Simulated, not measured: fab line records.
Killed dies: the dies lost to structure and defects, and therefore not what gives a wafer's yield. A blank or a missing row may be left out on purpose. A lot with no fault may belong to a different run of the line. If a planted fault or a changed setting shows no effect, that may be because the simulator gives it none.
fab line records	flow n5_finfet
record: lots: 6	wafers: 18	last_day: 17
route steps=1938 shown BEOL_M4@1026 PASSIVATION@1936
lots that met no fault: from a run of the same line without faults
start_h: hours from the record's first day to the start of the lot's first wafer shown	wait_h: how many hours have passed since the lot's step before this one	" identical to the entry in the row above	L1.1+2: a row that stands for several wafers	- value missing, or start not given	* or withheld: withheld	< > ~ a bound
route shown NAME@n: names a module that has steps shown in the file, with the first one's number in the route	usual: mean and standard deviation over wafers with no fault	same: alike in all rows	chamber/n: place in a boat	sites: per-site readings	_std_site: the standard deviation of these	_edge_site: mean of outer sites minus mean of inner sites	radius_mm: for every site, how far away it sits from the centre of the wafer	mask NAME#n: copy n	behind: the tool/chamber that last shaped the wafer	hold: why the lot went on hold/how many hours it stayed there/how the hold came to an end	device: whichever transistor did not switch (one of n, p or np)	end of line: the same wafers' tests at the end of the route	step lacking rows: just its recipe	killed: at the first sort, the dies lost to defects and structure; wafer yield is something else	map: shows each die of a wafer: x if killed, . if not, _ if none is there
set.NAME: the setting the step ran with; set.NAME@STEP: the setting that earlier step ran with	model.NAME: the simulator's own value behind a step, which no gauge read
a table for each step, a row for each wafer; lots at some steps of the route
services: when a tool's chamber went out of use (start_h, in hours from the record's first day, below 0 if earlier), for how many hours, and the reason
== steps ==
step: N5_BEOL_M4_COAT_62
recipe: resist: SiARC	temp_c: 220	time_s: 60	spin_rpm: 1500	resist_thk_nm: 12
step: N5_BEOL_M4_COAT_73
recipe: resist: underlayer	temp_c: 205	time_s: 60	spin_rpm: 1500	resist_thk_nm: 5
step: N5_BEOL_M4_COAT_05
recipe: resist: CAR-EUV	spin_rpm: 1500	resist_thk_nm: 30
step: N5_BEOL_M4_EBR_07
recipe: solvent: PGMEA	ebr_width_mm: 1.5
step: N5_BEOL_M4_SOFTBAKE_06
recipe: temp_c: 110	time_s: 60	resist: CAR-EUV
step: N5_BEOL_M4_EXPOSE_08
recipe: mask_id: M4	na: 0.33	source_shape: dipole	sigma_inner: 0.369	sigma_outer: 0.767	polarization: unpolarized	dose_mj: 41.25
step: N5_BEOL_M4_PEB_09
recipe: peb_temp_c: 100	peb_time_s: 60	resist: CAR-EUV
step: N5_BEOL_M4_DEVELOP_10
recipe: develop_time_s: 30	developer: TMAH	resist: CAR-EUV	rinse_liquid: surfactant_rinse	dry: air_spin	dev_temp_c: 23
step: N5_BEOL_M4_CD_MEAS_11
recipe: target_cd_nm: 16.79	landing_energy_ev: 500	detector: se_inlens	polarity: opening
usual: cd_nm: 16.75/0.23
same: landing_energy_ev: 500
lot.wafer	tool	chamber	start_h	wait_h	cd_nm
L972.3	cd_sem-01	0	158.64	-	16.53
L972.4	"	0	"	"	16.77
L972.6	"	0	"	"	16.95
L986.2	cd_sem-01	0	252.84	-	17.11
L986.3	"	0	"	"	16.78
L986.6	"	0	"	"	17.00
L988.1	cd_sem-03	0	254.66	-	16.38
L988.2	"	0	"	"	16.44
L988.4	"	0	"	"	16.79
L990.1	cd_sem-02	0	272.28	-	17.12
L990.3	"	0	"	"	16.59
L990.5	"	0	"	"	16.87
L991.2	cd_sem-03	0	282.27	-	17.02
L991.3	"	0	"	"	16.96
L991.5	"	0	"	"	17.09
L992.3	cd_sem-02	0	288.21	-	16.34
L992.4	"	0	"	"	16.58
L992.5	"	0	"	"	16.75
step: N5_BEOL_M4_OVL_MEAS_12
recipe: points_per_wafer: 522
usual: M4_OVL: -0.1/0.74
same: points_per_wafer: 522
lot.wafer	tool	chamber	start_h	wait_h	M4_OVL[nm]
L972.3	overlay-01	0	158.68	0.0	0.0
L972.4	"	0	"	"	0.4
L972.6	"	0	"	"	0.2
L986.2	overlay-02	0	252.88	0.0	-0.6
L986.3	"	0	"	"	-1.8
L986.6	"	0	"	"	-0.1
L988.1	overlay-02	0	254.69	0.0	-0.2
L988.2	"	0	"	"	0.1
L988.4	"	0	"	"	0.2
L990.1	overlay-01	0	272.31	0.0	-1.0
L990.3	"	0	"	"	-0.8
L990.5	"	0	"	"	-0.9
L991.2	overlay-02	0	282.31	0.0	-0.5
L991.3	"	0	"	"	-0.4
L991.5	"	0	"	"	-0.8
L992.3	overlay-01	0	288.25	0.0	-0.8
L992.4	"	0	"	"	-1.3
L992.5	"	0	"	"	-0.5
step: N5_BEOL_M4_INSPECT_13
recipe: mode: adi	inspect_instrument: brightfield
usual: raw_defect_count: 427/94
lot.wafer	tool	chamber	start_h	wait_h	raw_defect_count
L972.3	defect_inspect-01	-	158.73	0.0	464
L972.4	"	-	"	"	421
L972.6	"	-	"	"	477
L986.2	defect_inspect-02	-	252.93	0.0	483
L986.3	"	-	"	"	456
L986.6	"	-	"	"	379
L988.1	defect_inspect-02	-	254.75	0.1	388
L988.2	"	-	"	"	353
L988.4	"	-	"	"	422
L990.1	defect_inspect-02	-	272.37	0.1	583
L990.3	"	-	"	"	343
L990.5	"	-	"	"	380
L991.2	defect_inspect-02	-	282.36	0.0	410
L991.3	"	-	"	"	621
L991.5	"	-	"	"	362
L992.3	defect_inspect-01	-	288.30	0.0	687
L992.4	"	-	"	"	354
L992.5	"	-	"	"	580
step: N5_BEOL_M4_DESCUM_16
recipe: chemistry: O2	time_s: 7	source_power_w: 50	bias_power_w: 20	pressure_mtorr: 20	rf_frequency_hz: 2.712e+07	temp_c: 40	resist: CAR-EUV	o2_flow_sccm: 225
usual: drypump_motor_current_A: 5.9/0.5	oes_product_au: 0.76/0.098	rf_vpp_V: 243.0/1.4	showerhead_plenum_p_Torr: 2.08/0.075	throttle_valve_pct: 20.33/0.23
lot.wafer	tool	chamber	start_h	wait_h	drypump_motor_current_A	oes_product_au	rf_hours_counter_h	rf_vpp_V	showerhead_plenum_p_Torr	throttle_valve_pct
L972.3	rie_diel-03	2	158.76	0.0	5.9	0.72	214	243.7	2.16	20.93
L972.4	"	0	"	"	5.3	0.73	181	243.4	2.09	20.49
L972.6	"	1	"	"	6.6	0.88	-	243.3	2.04	20.01
L986.2	rie_diel-04	2	252.96	0.0	6.4	0.68	244	241.8	2.03	20.61
L986.3	"	3	"	"	6.1	0.77	150	241.8	2.00	20.20
L986.6	"	3	"	"	6.1	0.77	-	240.4	2.00	20.18
L988.1	rie_diel-04	0	254.79	0.0	6.5	0.68	232	244.5	2.17	20.33
L988.2	"	2	"	"	6.4	0.69	245	241.6	2.03	20.59
L988.4	"	2	"	"	6.4	0.69	-	242.7	2.03	20.62
L990.1	rie_diel-04	1	272.40	0.0	6.1	0.96	3	245.2	2.16	20.00
L990.3	"	0	"	"	6.6	0.68	239	242.5	2.16	20.32
L990.5	"	3	"	"	6.1	0.77	-	243.4	2.00	20.19
L991.2	rie_diel-05	0	282.78	0.4	5.9	0.96	6	245.7	2.24	20.00
L991.3	"	2	"	"	5.9	0.94	24	246.5	2.23	20.31
L991.5	"	2	"	"	5.9	0.93	-	245.0	2.23	20.32
L992.3	rie_diel-03	0	288.33	0.0	5.3	0.68	229	242.7	2.07	20.57
L992.4	"	1	"	"	6.6	0.81	96	242.7	2.02	20.10
L992.5	"	3	"	"	5.5	0.83	-	242.9	2.03	20.43
step: N5_BEOL_M4_ETCH_74
recipe: chemistry: N2/H2	target: underlayer	target_depth_a: 65	mask_material: CAR-EUV	time_s: 5.2	ion_energy_ev: 200	pressure_mtorr: 30	source_w: 840	bias_w: 150	n2_flow_sccm: 200	h2_flow_sccm: 200	ends: cleared
usual: bias_w: 150.0/0.4	drypump_motor_current_A: 5.9/0.5	etch_rf_on_time_s: 5.23/0.12	oes_product_au: 0.64/0.086	rf_vpp_V: 523.5/2.6	showerhead_plenum_p_Torr: 2.54/0.088	throttle_valve_pct: 17.83/0.24
lot.wafer	tool	chamber	start_h	wait_h	bias_w	drypump_motor_current_A	etch_rf_on_time_s	oes_product_au	rf_hours_counter_h	rf_vpp_V	showerhead_plenum_p_Torr	throttle_valve_pct
L972.3	rie_diel-03	2	158.79	0.0	149.7	6.0	5.20	0.61	214	528.2	2.62	18.43
L972.4	"	0	"	"	150.0	5.3	5.25	0.62	181	524.3	2.51	17.87
L972.6	"	1	"	"	149.8	6.6	4.97	0.76	-	521.7	2.49	17.55
L986.2	rie_diel-04	2	253.00	0.0	150.6	6.4	5.20	0.59	244	523.2	2.51	18.22
L986.3	"	3	"	"	149.4	6.1	5.26	0.66	150	519.1	2.44	17.69
L986.6	"	3	"	"	150.0	6.1	5.29	0.65	-	521.9	2.44	17.71
L988.1	rie_diel-04	0	254.84	0.0	150.5	6.6	3.50	0.75	232	525.6	2.61	17.69
L988.2	"	2	"	"	150.3	6.4	5.19	0.58	245	523.4	2.51	18.23
L988.4	"	2	"	"	150.2	6.3	5.26	0.57	-	525.1	2.51	18.24
L990.1	rie_diel-04	1	272.44	0.0	149.9	6.1	3.28	1.08	3	527.8	2.61	17.38
L990.3	"	0	"	"	150.4	6.6	3.48	0.74	239	525.3	2.61	17.71
L990.5	"	3	"	"	150.3	6.1	5.24	0.65	-	521.2	2.44	17.70
L991.2	rie_diel-05	0	282.81	0.0	149.5	5.9	5.03	0.82	6	529.0	2.73	17.45
L991.3	"	2	"	"	150.4	5.9	5.05	0.80	24	525.0	2.71	17.80
L991.5	"	2	"	"	150.4	5.9	5.06	0.81	-	529.9	2.71	17.79
L992.3	rie_diel-03	0	288.37	0.0	150.7	5.3	5.37	0.58	229	522.2	2.49	17.93
L992.4	"	1	"	"	149.7	6.5	5.01	0.71	96	521.2	2.47	17.61
L992.5	"	3	"	"	149.7	5.5	5.11	0.70	-	520.6	2.48	17.89
step: N5_BEOL_M4_ETCH_63
recipe: chemistry: CF4	target: SiARC	target_depth_a: 156	mask_material: CAR-EUV	time_s: 26	ion_energy_ev: 80	pressure_mtorr: 40	source_w: 545	bias_w: 36	Ar_flow_sccm: 100	cf4_flow_sccm: 100	ends: cleared
usual: bias_w: 35.99/0.11	drypump_motor_current_A: 5.9/0.5	etch_rf_on_time_s: 26.1/0.63	oes_product_au: 0.65/0.085	rf_vpp_V: 183.9/1.1	showerhead_plenum_p_Torr: 2.13/0.07	throttle_valve_pct: 15.58/0.23
lot.wafer	tool	chamber	start_h	wait_h	bias_w	drypump_motor_current_A	etch_rf_on_time_s	oes_product_au	rf_hours_counter_h	rf_vpp_V	showerhead_plenum_p_Torr	throttle_valve_pct
L972.3	rie_diel-03	2	158.81	0.0	36.03	6.0	26.6	0.61	214	185.4	2.20	16.06
L972.4	"	0	"	"	36.00	5.3	26.1	0.62	181	184.5	2.14	15.69
L972.6	"	1	"	"	36.06	6.6	25.0	0.76	-	183.1	2.10	15.28
L986.2	rie_diel-04	2	253.01	0.0	35.88	6.4	25.7	0.59	244	183.2	2.10	15.99
L986.3	"	3	"	"	35.94	6.1	26.3	0.65	150	182.8	2.06	15.45
L986.6	"	3	"	"	35.73	6.1	26.5	0.65	-	182.1	2.06	15.44
L988.1	rie_diel-04	0	254.86	0.0	36.03	6.6	27.1	0.57	232	184.3	2.20	15.49
L988.2	"	2	"	"	36.05	6.4	26.0	0.58	245	183.6	2.10	15.97
L988.4	"	2	"	"	36.30	6.3	25.8	0.59	-	185.0	2.10	15.98
L990.1	rie_diel-04	1	272.45	0.0	36.01	6.1	25.7	0.82	3	183.3	2.18	15.01
L990.3	"	0	"	"	35.93	6.7	27.4	0.57	239	184.8	2.20	15.51
L990.5	"	3	"	"	36.08	6.1	26.5	0.65	-	182.8	2.06	15.44
L991.2	rie_diel-05	0	282.83	0.0	36.05	5.9	25.4	0.82	6	184.9	2.27	15.08
L991.3	"	2	"	"	35.76	5.9	25.1	0.81	24	185.0	2.27	15.41
L991.5	"	2	"	"	36.03	5.9	25.1	0.81	-	184.9	2.27	15.41
L992.3	rie_diel-03	0	288.38	0.0	35.84	5.3	26.2	0.59	229	183.4	2.12	15.76
L992.4	"	1	"	"	36.03	6.6	24.8	0.71	96	182.9	2.08	15.36
L992.5	"	3	"	"	35.98	5.5	25.2	0.72	-	182.9	2.10	15.69
step: N5_BEOL_M4_RC_MEAS_101
usual: DIBL_N: 36.6/1.7	DIBL_P: 36.7/2	IOFF_N: 0.16/0.033	IOFF_P: 0.22/0.04	ION_N: 673/12	ION_P: 463/7.9	SS_N: 71.7/0.58	SS_P: 73.3/0.64	VT_N: 249/3.3	VT_P: -249/3.1
lot.wafer	tool	chamber	start_h	wait_h	DIBL_N[mV/V]	DIBL_P[mV/V]	IOFF_N[nA/um]	IOFF_P[nA/um]	ION_N[uA/um]	ION_P[uA/um]	SS_N[mV/dec]	SS_P[mV/dec]	VT_N[mV]	VT_P[mV]
L972.3	prober-01	0	168.54	0.3	38.7	38.3	0.19	0.26	674	462	72.5	73.4	250	-247
L972.4	"	0	"	"	36.7	36.8	0.16	0.23	681	467	71.0	73.3	250	-247
L972.6	"	0	"	"	37.2	37.7	0.17	0.24	672	466	71.3	73.4	247	-247
L986.2	prober-01	0	267.14	0.2	35.6	35.8	0.14	0.22	657	459	71.3	73.4	252	-249
L986.3	"	0	"	"	36.4	36.4	0.15	0.22	661	459	71.4	73.9	250	-252
L986.6	"	0	"	"	32.8	32.2	0.10	0.17	646	460	70.4	72.5	258	-252
L988.1	prober-01	0	278.75	0.0	35.0	36.1	0.15	0.20	687	473	71.0	72.6	246	-251
L988.2	"	0	"	"	38.2	38.7	0.19	0.24	675	466	72.4	72.7	247	-248
L988.4	"	0	"	"	36.9	37.6	0.18	0.22	683	465	71.4	73.4	250	-250
L990.1	prober-02	0	282.18	0.0	37.1	38.5	0.17	0.23	686	469	71.4	73.2	249	-250
L990.3	"	0	"	"	37.4	38.7	0.18	0.23	667	459	72.0	73.9	249	-251
L990.5	"	0	"	"	35.3	36.8	0.14	0.20	675	461	70.4	72.9	252	-249
L991.2	prober-01	0	296.99	0.2	38.7	39.6	0.21	0.30	683	469	72.0	73.9	246	-245
L991.3	"	0	"	"	35.1	36.2	0.15	0.24	689	476	71.0	73.1	249	-247
L991.5	"	0	"	"	36.0	36.9	0.15	0.24	669	465	71.4	73.5	251	-247
L992.3	prober-02	0	302.41	0.3	33.0	33.7	0.11	0.15	670	462	70.5	72.2	251	-254
L992.4	"	0	"	"	34.4	35.3	0.12	0.17	654	451	71.3	73.1	254	-254
L992.5	"	0	"	"	37.4	40.3	0.19	0.25	689	476	71.6	74.2	248	-248
step: N5_PASSIVATION_PROBE_49
usual: defect_limited_yield: 91.1/1.4	killed_at_M0_to_M3: 34/11	killed_at_M4_up: 14/5.7	killed_at_contacts: 14/6.9	killed_at_front_end: 40/11	killed_at_other: 4/3.1	killed_dies: 105/17	killed_open: 70/13	killed_short: 34/7.6	sort_bin_5_function: 5.3/0.95	sort_bin_6_memory: 3.3/0.64	sort_bin_8_speed: 0.00/0.029	sort_n_pass: 1075/17	sort_yield_pct: 91.1/1.4
same: gross_dies: 1180	killed_at_back_side: 0	sort_bin_4_leakage[%]: 0
lot.wafer	tool	chamber	start_h	wait_h	defect_limited_yield[%]	killed_at_M0_to_M3	killed_at_M4_up	killed_at_contacts	killed_at_front_end	killed_at_other	killed_dies	killed_open	killed_short	sort_bin_5_function[%]	sort_bin_6_memory[%]	sort_bin_8_speed[%]	sort_n_pass	sort_yield_pct[%]
L986.2	prober-01	-	369.43	0.1	90.1	39	10	10	52	6	117	67	50	5.5	3.9	0	1063	90.1
L986.3	prober-01	-	369.48	0.1	91.0	34	16	1	48	7	106	72	33	4.7	3.9	0	1074	91.0
L986.6	prober-01	-	369.63	0.3	87.5	42	21	16	58	11	148	105	42	7.7	4.2	0	1032	87.5
L988.1	prober-01	-	374.76	0.0	90.6	37	17	19	37	1	111	78	32	5.8	3.3	0	1069	90.6
L988.2	prober-01	-	374.81	0.1	89.7	44	16	11	51	0	122	86	36	6.2	3.9	0	1058	89.7
L988.4	prober-01	-	374.91	0.2	91.3	39	19	11	31	3	103	66	36	5.5	2.8	0	1077	91.3
L990.1	prober-02	-	378.85	0.0	91.4	23	27	5	46	0	101	74	26	5.1	3.4	0	1079	91.4
L990.3	prober-02	-	378.95	0.1	88.9	33	30	21	46	1	131	97	32	7.0	3.8	0	1049	88.9
L990.5	prober-02	-	379.05	0.2	90.0	22	13	8	70	5	118	89	29	5.8	4.0	0	1062	90.0
killed by level:class
L986.2 BEOL_M0_SAQP:geometric_particle:short=15 FIN_SAQP:geometric_particle:open=11 BEOL_M0_SAQP:geometric_particle:open=10 FIN_SAQP:geometric_particle:short=9 MOL_CONTACT_COAG:geometric_particle:open=8 STI_FIN_REVEAL:geometric_particle:open=7 ILD0:geometric_particle:short=7 ILD0:geometric_particle:open=6
L986.3 STI_FIN_REVEAL:geometric_particle:open=9 FIN_SAQP:geometric_particle:open=8 BEOL_M0_SAQP:geometric_particle:short=7 FIN_SAQP:geometric_particle:short=6 DUMMY_GATE:geometric_particle:open=6 ILD0:geometric_particle:short=6 BEOL_M0_SAQP:geometric_particle:open=6 BEOL_M1:geometric_particle:short=5
L986.6 MOL_CONTACT_COAG:geometric_particle:open=16 FIN_SAQP:geometric_particle:open=14 BEOL_M0_SAQP:geometric_particle:open=13 STI_FIN_REVEAL:geometric_particle:open=10 DUMMY_GATE:geometric_particle:open=8 BEOL_M3:geometric_particle:open=8 FIN_SAQP:geometric_particle:short=7 PAD_METAL:geometric_particle:short=6
L988.1 MOL_CONTACT_COAG:geometric_particle:open=16 BEOL_M3:geometric_particle:open=11 BEOL_M4:geometric_particle:open=10 ILD0:geometric_particle:short=7 BEOL_M0_SAQP:geometric_particle:open=7 STI_FIN_REVEAL:geometric_particle:open=5 FIN_SAQP:geometric_particle:short=4 DUMMY_GATE:geometric_particle:open=4
L988.2 BEOL_M3:geometric_particle:open=10 ILD0:geometric_particle:open=9 MOL_CONTACT_COAG:geometric_particle:open=9 BEOL_M1:geometric_particle:open=9 BEOL_M2:geometric_particle:open=8 FIN_SAQP:geometric_particle:short=6 ILD0:geometric_particle:short=6 BEOL_M0_SAQP:geometric_particle:open=6
L988.4 BEOL_M4:geometric_particle:open=12 BEOL_M3:geometric_particle:open=11 MOL_CONTACT_COAG:geometric_particle:open=9 FIN_SAQP:geometric_particle:open=8 FIN_SAQP:geometric_particle:short=7 BEOL_M0_SAQP:geometric_particle:short=6 BEOL_M0_SAQP:geometric_particle:open=5 BEOL_M1:geometric_particle:open=5
L990.1 BEOL_M4:geometric_particle:open=14 DUMMY_GATE:geometric_particle:open=9 FIN_SAQP:geometric_particle:open=8 STI_FIN_REVEAL:geometric_particle:open=8 BEOL_M0_SAQP:geometric_particle:open=7 BEOL_M3:geometric_particle:open=7 FIN_SAQP:geometric_particle:short=6 BEOL_M0_SAQP:geometric_particle:short=5
L990.3 MOL_CONTACT_COAG:geometric_particle:open=17 BEOL_M4:geometric_particle:open=15 BEOL_M3:geometric_particle:open=10 FIN_SAQP:geometric_particle:open=9 DUMMY_GATE:geometric_particle:open=9 BEOL_M0_SAQP:geometric_particle:short=9 STI_FIN_REVEAL:geometric_particle:open=6 STARTING-WAFER:geometric_particle:open=5
L990.5 FIN_SAQP:geometric_particle:open=18 STI_FIN_REVEAL:geometric_particle:open=18 BEOL_M0_SAQP:geometric_particle:open=12 FIN_SAQP:geometric_particle:short=9 BEOL_M4:geometric_particle:open=9 DUMMY_GATE:geometric_particle:open=8 MOL_CONTACT_COAG:geometric_particle:open=7 ILD0:geometric_particle:open=4
== services ==
tool	chamber	start_h	hours	kind
rie_diel-04	0	137.60	42.6	repair
rie_diel-05	-	172.74	15.6	pm
rie_diel-05	2	209.68	-	clean
rie_diel-05	2	209.68	-	consumable_replace:focus_ring
rie_diel-05	2	209.68	-	consumable_replace:showerhead
rie_diel-05	2	209.68	16.3	scheduled_down
rie_diel-05	2	209.68	16.3	vent_cycle
rie_diel-04	-	223.43	2.3	repair
rie_diel-05	0	226.02	-	clean
rie_diel-05	0	226.02	-	consumable_replace:focus_ring
rie_diel-04	1	231.41	-	clean
rie_diel-04	1	231.41	-	consumable_replace:focus_ring
rie_diel-04	1	231.41	34.0	scheduled_down
rie_diel-04	1	231.41	34.0	vent_cycle
rie_diel-03	1	242.80	8.4	repair
rie_diel-03	2	252.65	-	clean
rie_diel-03	2	252.65	-	consumable_replace:focus_ring
rie_diel-03	2	252.65	16.5	scheduled_down
rie_diel-03	2	252.65	16.5	vent_cycle
rie_diel-04	3	254.77	12.9	repair
rie_diel-04	2	268.27	-	clean
rie_diel-04	2	268.27	-	consumable_replace:focus_ring
rie_diel-04	2	268.27	18.8	scheduled_down
rie_diel-04	2	268.27	18.8	vent_cycle
== key ==
first_sign: step: N5_BEOL_M4_ETCH_74	reading: etch_rf_on_time_s	direction: down	sigmas: 15	usual: *	struck: *
effect: step: N5_BEOL_M4_ETCH_74	reading: oes_product_au	direction: up	sigmas: 2.5	usual: 0.64	struck: 0.86	wafers_moved: 2
met_at N5_BEOL_M4_ETCH_74
struck_wafers L988.1,L990.1,L990.3
onset_between 253.00 254.84
fault: kind: process_parameter_drift	tool: rie_diel-04	chamber: -	onset_h: 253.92	steps: N5_BEOL_M4_ETCH_74	channel: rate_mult	offset: 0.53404	shape: step	end_h: 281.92	scope: struck_wafers_only
